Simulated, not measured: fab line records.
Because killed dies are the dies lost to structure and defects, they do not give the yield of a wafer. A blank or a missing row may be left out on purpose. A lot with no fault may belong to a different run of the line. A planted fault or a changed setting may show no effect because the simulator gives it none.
The tool behind it: which one? || flow nand_harc || 14 lots, 39 wafers sampled, at 6 steps of a route of 1159

== WHAT EACH GAUGE READ, for each wafer ==
NHARC_A_CONTACT_INSPECT_71. Usual: 29 for raw_defect_count, sd 14.
{"lot": "L448", "measured": "day 16 16:00", "on": "defect_inspect-02", "raw_defect_count": "32 28 24", "flag": ""}
{"lot": "L450", "measured": "day 16 17:38", "on": "defect_inspect-02", "raw_defect_count": "10 10 13", "flag": ""}
{"lot": "L451", "measured": "day 17 03:13", "on": "defect_inspect-02", "raw_defect_count": "26 26 30", "flag": ""}
{"lot": "L453", "measured": "day 17 09:52", "on": "defect_inspect-01", "raw_defect_count": "15 34 24", "flag": ""}
{"lot": "L454", "measured": "day 17 19:42", "on": "defect_inspect-01", "raw_defect_count": "27 20 26", "flag": ""}
{"lot": "L462", "measured": "day 19 09:26", "on": "defect_inspect-01", "raw_defect_count": "20 1219 21 1216", "flag": "OFF"}
{"lot": "L460", "measured": "day 19 14:08", "on": "defect_inspect-02", "raw_defect_count": "1298 1295", "flag": "OFF"}
{"lot": "L463", "measured": "day 19 23:51", "on": "defect_inspect-01", "raw_defect_count": "44 52 41", "flag": ""}
{"lot": "L459", "measured": "day 20 00:05", "on": "defect_inspect-02", "raw_defect_count": "28 22 43", "flag": ""}
{"lot": "L464", "measured": "day 20 13:16", "on": "defect_inspect-01", "raw_defect_count": "37 31 37", "flag": ""}
{"lot": "L467", "measured": "day 21 03:52", "on": "defect_inspect-01", "raw_defect_count": "12 15 17", "flag": ""}
{"lot": "L466", "measured": "day 21 04:03", "on": "defect_inspect-01", "raw_defect_count": "60 51 63", "flag": ""}
{"lot": "L469", "measured": "day 22 22:20", "on": "defect_inspect-01", "raw_defect_count": "11 10 16", "flag": ""}
{"lot": "L470", "measured": "day 23 03:56", "on": "defect_inspect-01", "raw_defect_count": "30 37 38", "flag": ""}

NHARC_END_SORT_01. Usual: killed_at_array 28, standard deviation 11; killed_at_other 0.7, standard deviation 1.1; killed_at_periphery 2.9, standard deviation 2; killed_dies 32, standard deviation 11; killed_open 3.2, standard deviation 1.8; killed_short 2.0, standard deviation 1.4.
{"lot": "L462", "measured": "day 23 02:19", "on": "prober-02", "killed_at_array": "26 103", "killed_at_other": "0 1", "killed_at_periphery": "1 2", "killed_dies": "27 106", "killed_open": "7 2", "killed_short": "0 3", "flag": "OFF"}
{"lot": "L460", "measured": "day 23 14:56", "on": "prober-02", "killed_at_array": 81, "killed_at_other": 0, "killed_at_periphery": 1, "killed_dies": 82, "killed_open": 3, "killed_short": 2, "flag": "OFF"}

== TOOL THAT RAN EACH LOT (tool first, then ch and the chambers of the sampled wafers, then the start) ==
{"lot": "L448", "NHARC_A_CONTACT_ETCH_119": "har_cap_etch-03 ch 0,1, day 16 09:47", "NHARC_A_CONTACT_DEP_58": "pecvd-03 ch 0,2, day 16 15:20", "NHARC_A_CONTACT_ETCH_124": "har_cap_etch-03 ch 0,1, day 16 17:17", "NHARC_A_CONTACT_ETCH_125": "har_cap_etch-03 ch 0,1, day 16 17:28"}
{"lot": "L450", "NHARC_A_CONTACT_ETCH_119": "har_cap_etch-01 ch 0,1, day 16 11:46", "NHARC_A_CONTACT_DEP_58": "pecvd-01 ch 0,1,2, day 16 16:48", "NHARC_A_CONTACT_ETCH_124": "har_cap_etch-01 ch 0,1, day 16 18:52", "NHARC_A_CONTACT_ETCH_125": "har_cap_etch-01 ch 0,1, day 16 19:04"}
{"lot": "L451", "NHARC_A_CONTACT_ETCH_119": "har_cap_etch-03 ch 1, day 16 22:08", "NHARC_A_CONTACT_DEP_58": "pecvd-01 ch 0,2, day 17 02:31", "NHARC_A_CONTACT_ETCH_124": "har_cap_etch-02 ch 0,1, day 17 04:34", "NHARC_A_CONTACT_ETCH_125": "har_cap_etch-02 ch 0,1, day 17 04:46"}
{"lot": "L453", "NHARC_A_CONTACT_ETCH_119": "har_cap_etch-01 ch 0,1, day 17 03:34", "NHARC_A_CONTACT_DEP_58": "pecvd-03 ch 1,2, day 17 09:02", "NHARC_A_CONTACT_ETCH_124": "har_cap_etch-02 ch 0,1, day 17 11:03", "NHARC_A_CONTACT_ETCH_125": "har_cap_etch-02 ch 0,1, day 17 11:15"}
{"lot": "L454", "NHARC_A_CONTACT_ETCH_119": "har_cap_etch-03 ch 0,1, day 17 13:40", "NHARC_A_CONTACT_DEP_58": "pecvd-03 ch 1,2, day 17 18:55", "NHARC_A_CONTACT_ETCH_124": "har_cap_etch-03 ch 0,1, day 17 20:59", "NHARC_A_CONTACT_ETCH_125": "har_cap_etch-03 ch 0,1, day 17 21:11"}
{"lot": "L462", "NHARC_A_CONTACT_ETCH_119": "har_cap_etch-02 ch 1, day 19 04:22", "NHARC_A_CONTACT_DEP_58": "pecvd-03 ch 0,1, day 19 08:37", "NHARC_A_CONTACT_ETCH_124": "har_cap_etch-02 ch 1, day 19 13:02", "NHARC_A_CONTACT_ETCH_125": "har_cap_etch-02 ch 1, day 19 13:13"}
{"lot": "L460", "NHARC_A_CONTACT_ETCH_119": "har_cap_etch-01 ch 1, day 19 09:23", "NHARC_A_CONTACT_DEP_58": "pecvd-03 ch 1, day 19 13:19", "NHARC_A_CONTACT_ETCH_124": "har_cap_etch-01 ch 1, day 19 18:19", "NHARC_A_CONTACT_ETCH_125": "har_cap_etch-01 ch 1, day 19 18:34"}
{"lot": "L463", "NHARC_A_CONTACT_ETCH_119": "har_cap_etch-02 ch 0,1, day 19 18:40", "NHARC_A_CONTACT_DEP_58": "pecvd-01 ch 0,1, day 19 23:02", "NHARC_A_CONTACT_ETCH_124": "har_cap_etch-03 ch 0,1, day 20 01:07", "NHARC_A_CONTACT_ETCH_125": "har_cap_etch-03 ch 0,1, day 20 01:22"}
{"lot": "L459", "NHARC_A_CONTACT_ETCH_119": "har_cap_etch-03 ch 0,1, day 19 18:53", "NHARC_A_CONTACT_DEP_58": "pecvd-01 ch 0,1,2, day 19 23:14", "NHARC_A_CONTACT_ETCH_124": "har_cap_etch-01 ch 0,1, day 20 01:31", "NHARC_A_CONTACT_ETCH_125": "har_cap_etch-01 ch 0,1, day 20 01:43"}
{"lot": "L464", "NHARC_A_CONTACT_ETCH_119": "har_cap_etch-01 ch 0,1, day 20 06:47", "NHARC_A_CONTACT_DEP_58": "pecvd-04 ch 0,1, day 20 12:27", "NHARC_A_CONTACT_ETCH_124": "har_cap_etch-03 ch 0, day 20 14:28", "NHARC_A_CONTACT_ETCH_125": "har_cap_etch-03 ch 0, day 20 14:44"}
{"lot": "L467", "NHARC_A_CONTACT_ETCH_119": "har_cap_etch-01 ch 0,1, day 20 19:14", "NHARC_A_CONTACT_DEP_58": "pecvd-04 ch 0,1, day 21 03:09", "NHARC_A_CONTACT_ETCH_124": "har_cap_etch-01 ch 0,1, day 21 05:05", "NHARC_A_CONTACT_ETCH_125": "har_cap_etch-01 ch 0,1, day 21 05:17"}
{"lot": "L466", "NHARC_A_CONTACT_ETCH_119": "har_cap_etch-03 ch 0,1, day 20 20:23", "NHARC_A_CONTACT_DEP_58": "pecvd-01 ch 0,1, day 21 03:09", "NHARC_A_CONTACT_ETCH_124": "har_cap_etch-03 ch 0,1, day 21 05:23", "NHARC_A_CONTACT_ETCH_125": "har_cap_etch-03 ch 0,1, day 21 05:34"}
{"lot": "L469", "NHARC_A_CONTACT_ETCH_119": "har_cap_etch-02 ch 0,1, day 22 15:36", "NHARC_A_CONTACT_DEP_58": "pecvd-01 ch 0,1, day 22 21:29", "NHARC_A_CONTACT_ETCH_124": "har_cap_etch-03 ch 0,1, day 22 23:40", "NHARC_A_CONTACT_ETCH_125": "har_cap_etch-03 ch 0,1, day 22 23:51"}
{"lot": "L470", "NHARC_A_CONTACT_ETCH_119": "har_cap_etch-02 ch 0,1, day 22 19:45", "NHARC_A_CONTACT_DEP_58": "pecvd-04 ch 0,1, day 23 03:14", "NHARC_A_CONTACT_ETCH_124": "har_cap_etch-02 ch 0,1, day 23 05:11", "NHARC_A_CONTACT_ETCH_125": "har_cap_etch-02 ch 0,1, day 23 05:23"}
- NHARC_A_CONTACT_ETCH_119: etches the open film in C4F8/O2/Ar, time 94 s, target depth 922 nm.
- NHARC_A_CONTACT_DEP_58: deposits SiON, target thk 60 nm.
- NHARC_A_CONTACT_ETCH_124: etches the open film in C4F8/O2/Ar, time 140 s, target depth 700 nm.
- NHARC_A_CONTACT_ETCH_125: etches the open film in C4F8/O2/Ar, time 155 s, target depth 956 nm.

== AS READ BY THE TOOLS THEMSELVES (means over the sampled wafers that have a number; for cases with no such wafer, the mark the record gives instead) ==
NHARC_A_CONTACT_DEP_58. Usual: heater_power_w 759 W, standard deviation 85; rf_fwd_power_W 348.2 W, standard deviation 1.2.
{"lot": "L448", "tool": "pecvd-03", "heater_power_w (W)": 767, "rf_fwd_power_W (W)": 347.5, "flag": ""}
{"lot": "L450", "tool": "pecvd-01", "heater_power_w (W)": 838, "rf_fwd_power_W (W)": 348.6, "flag": ""}
{"lot": "L451", "tool": "pecvd-01", "heater_power_w (W)": 723, "rf_fwd_power_W (W)": 348.6, "flag": ""}
{"lot": "L453", "tool": "pecvd-03", "heater_power_w (W)": 792, "rf_fwd_power_W (W)": 346.9, "flag": ""}
{"lot": "L454", "tool": "pecvd-03", "heater_power_w (W)": 733, "rf_fwd_power_W (W)": 347.8, "flag": ""}
{"lot": "L462", "tool": "pecvd-03", "heater_power_w (W)": 781, "rf_fwd_power_W (W)": 349.7, "flag": ""}
{"lot": "L460", "tool": "pecvd-03", "heater_power_w (W)": 846, "rf_fwd_power_W (W)": 350.2, "flag": ""}
{"lot": "L463", "tool": "pecvd-01", "heater_power_w (W)": 875, "rf_fwd_power_W (W)": 349.3, "flag": ""}
{"lot": "L459", "tool": "pecvd-01", "heater_power_w (W)": 812, "rf_fwd_power_W (W)": 348.0, "flag": ""}
{"lot": "L464", "tool": "pecvd-04", "heater_power_w (W)": 693, "rf_fwd_power_W (W)": 347.3, "flag": ""}
{"lot": "L467", "tool": "pecvd-04", "heater_power_w (W)": 672, "rf_fwd_power_W (W)": 347.7, "flag": ""}
{"lot": "L466", "tool": "pecvd-01", "heater_power_w (W)": 875, "rf_fwd_power_W (W)": 350.5, "flag": ""}
{"lot": "L469", "tool": "pecvd-01", "heater_power_w (W)": 821, "rf_fwd_power_W (W)": 348.2, "flag": ""}
{"lot": "L470", "tool": "pecvd-04", "heater_power_w (W)": 705, "rf_fwd_power_W (W)": 347.7, "flag": ""}

== THE ANSWER, worked out from the rows above alone ==
Rule: a lot is off if the mean of its wafers that have a number lies more than 3 standard deviations from the usual mean. A lot without any number at a reading at which 4 lots or more have one is off too. Where the step has rows for the other lots, those lots are counted as sound. First the gauges in route order, then the tools' own readings, where a lot's mean is used as printed above. The first step at which some lot is off is used, and at that step the reading that is off furthest; a lot without a number counts as furthest.
Off, at NHARC_A_CONTACT_INSPECT_71 on raw_defect_count: L462, L460.
If a tool, at a process step before that reading, ran all the lots that are off and no sound lot after the first of them, it fits. Not tried: the gauges at NHARC_A_CONTACT_INSPECT_71; whatever is off there is also off at NHARC_END_SORT_01, on other tools, and gauge error can't account for it. One fits: NHARC_A_CONTACT_DEP_58 on pecvd-03. A fault onset in the window from L454 (day 17 18:55, its last sound lot) to L462 (day 19 08:37, its first lot off) fits.

== WHAT THE SIMULATOR HAD INSERTED ==
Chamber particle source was pecvd-03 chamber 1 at NHARC_A_CONTACT_DEP_58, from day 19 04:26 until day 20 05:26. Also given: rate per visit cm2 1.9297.
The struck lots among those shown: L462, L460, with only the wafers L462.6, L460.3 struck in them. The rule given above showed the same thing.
